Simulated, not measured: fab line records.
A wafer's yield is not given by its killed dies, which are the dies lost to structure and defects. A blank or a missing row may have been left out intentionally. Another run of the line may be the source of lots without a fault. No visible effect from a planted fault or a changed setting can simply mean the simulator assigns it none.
A struck lot beside a sound one + flow nandHarc + 28 steps out of a route of 1159
Sound: wafers L847.1, L847.2, L847.6. The struck wafers were L858.2, L858.3, L858.4. Last of all comes the cause.
Per side, at each step with rows, come the tool, then ch with its chambers, and then its first start. Under that, the readings that differ: sound wafers + struck wafers + difference of the means + sigmas: that difference in standard deviations of wafers without a fault.
alike: same words and numbers on both sides, and readings whose means sit less than 2 such deviations apart. not compared: any withheld reading, any reading some wafer has no value for, any bound like >300 that may hide the same value, and any number with overlapping values for which the record gives no deviation.
The two part at a step that has a row with sigmas, a row that says differs or no value, or rows on one side only. Numbers that don't overlap but have no deviation are shown without sigmas and don't part them. A reading missing from all wafers of one side parts the sides only when that side holds two or more wafers.

first, 1 step without rows for these wafers: NHARC_A_ONON_D1_DEP_19 (target thk 1000 nm).
NHARC_A_ONON_D1_THK_MEAS_21: measures by ellipsometry.
  sound: filmMetro-01 at day 8 16:22; struck: filmMetro-02 at day 11 04:41
  alike: thkNm
then, 1 step without rows for these wafers: NHARC_A_ONON_D1_DEP_22 (target thk 1000 nm).
NHARC_A_ONON_D1_THK_MEAS_24: measures by ellipsometry.
  sound: filmMetro-02 at day 8 16:58; struck: filmMetro-02 at day 11 05:15
  alike: thkNm
then, 1 step without rows for these wafers: NHARC_A_ONON_D1_DEP_25 (target thk 1000 nm).
NHARC_A_ONON_D1_THK_MEAS_27: measures by ellipsometry.
  sound: filmMetro-01 at day 8 17:32; struck: filmMetro-02 at day 11 05:49
  alike: thkNm
then, 1 step without rows for these wafers: NHARC_A_ONON_D1_DEP_28 (target thk 1000 nm).
NHARC_A_ONON_D1_THK_MEAS_30: measures by ellipsometry.
  sound: filmMetro-02 at day 8 18:07; struck: filmMetro-02 at day 11 06:23
  alike: thkNm
NHARC_A_ONON_D1_DEP_33: deposits SiO2, target thk 200 nm.
  sound on pecvd-01 ch 0,1,2, day 8 18:11; struck on pecvd-02 ch 0,2, day 11 06:37
  alike: heaterPowerOuterW, heaterPowerW, throttleValvePct
NHARC_A_ONON_D1_THK_MEAS_34: measures by ellipsometry.
  sound: filmMetro-01 at day 8 18:36; struck: filmMetro-01 at day 11 07:02
  alike: thkNm
NHARC_A_ONON_D1_INSPECT_32:
  sound: defectInspect-01 at day 8 18:41; struck: defectInspect-01 at day 11 07:08
  alike: rawDefectCount
NHARC_A_CHANNEL_HOLE_D1_DEP_00: deposits aC, target thk 3100 nm.
  sound on aclDep-03 ch 0, day 8 19:31; struck on aclDep-02 ch 0, day 11 08:37
  alike: throttleValvePct
NHARC_A_CHANNEL_HOLE_D1_DEP_01: deposits SiON, target thk 140 nm.
  sound on pecvd-02 ch 1,2, day 8 21:28; struck on pecvd-01 ch 1,2, day 11 10:30
  alike: heaterPowerOuterW, heaterPowerW
then, 10 steps without rows for these wafers: NHARC_A_CHANNEL_HOLE_D1_DEHYDRATE_02 (time 120 s); NHARC_A_CHANNEL_HOLE_D1_HMDS_03 (time 30 s); NHARC_A_CHANNEL_HOLE_D1_COAT_36 (time 75 s); NHARC_A_CHANNEL_HOLE_D1_COAT_37 (time 65 s); NHARC_A_CHANNEL_HOLE_D1_COAT_04 (resist thk 90 nm); NHARC_A_CHANNEL_HOLE_D1_SOFTBAKE_05 (time 55 s); NHARC_A_CHANNEL_HOLE_D1_EBR_06; NHARC_A_CHANNEL_HOLE_D1_EXPOSE_07 (exposes mask HOLE D1, target cd 100 nm); NHARC_A_CHANNEL_HOLE_D1_PEB_08 (peb time 65 s); NHARC_A_CHANNEL_HOLE_D1_DEVELOP_09 (develop time 35 s).
NHARC_A_CHANNEL_HOLE_D1_CD_MEAS_10: target cd 100 nm.
  sound on cdSem-01 ch 0, day 8 22:11; struck on cdSem-02 ch 0, day 11 11:13
  alike: cdNm
NHARC_A_CHANNEL_HOLE_D1_OVL_MEAS_11:
  sound: overlay-01 at day 8 22:16; struck: overlay-02 at day 11 11:19
  alike: overlayXNm, overlayYNm
NHARC_A_CHANNEL_HOLE_D1_INSPECT_12:
  sound: defectInspect-01 at day 8 22:18; struck: defectInspect-02 at day 11 11:20
| reading        | sound  | struck         | difference | sigmas      |
|----------------|--------|----------------|------------|-------------|
| rawDefectCount | 9 12 7 | 1476 1428 1534 | +1470      | +99 or more |
NHARC_A_CHANNEL_HOLE_D1_DESCUM_15: chemistry O2, time 3 s.
  sound on rieDiel-03 ch 0,1,2, day 8 22:23; struck on rieDiel-12 ch 0,1,2, day 11 11:24
  alike: drypumpMotorCurrentA, oesProductAu, rfVppV, showerheadPlenumPTorr, throttleValvePct
  not compared: rfHoursCounterH
-- break in the record here, with 11 days between the starts of the struck wafers on either side (left off in module A_CHANNEL_HOLE_D1, picked up again in module END, where the first step shown is number 1159 on the route) --
NHARC_END_SORT_01:
  the record has rows for the struck wafers here (prober-01 ch 0, day 22 14:52) and none for the sound ones

WHERE THEY PART
First at NHARC_A_CHANNEL_HOLE_D1_INSPECT_12; last, within this record, at NHARC_END_SORT_01.

WHY: what the simulator had put in
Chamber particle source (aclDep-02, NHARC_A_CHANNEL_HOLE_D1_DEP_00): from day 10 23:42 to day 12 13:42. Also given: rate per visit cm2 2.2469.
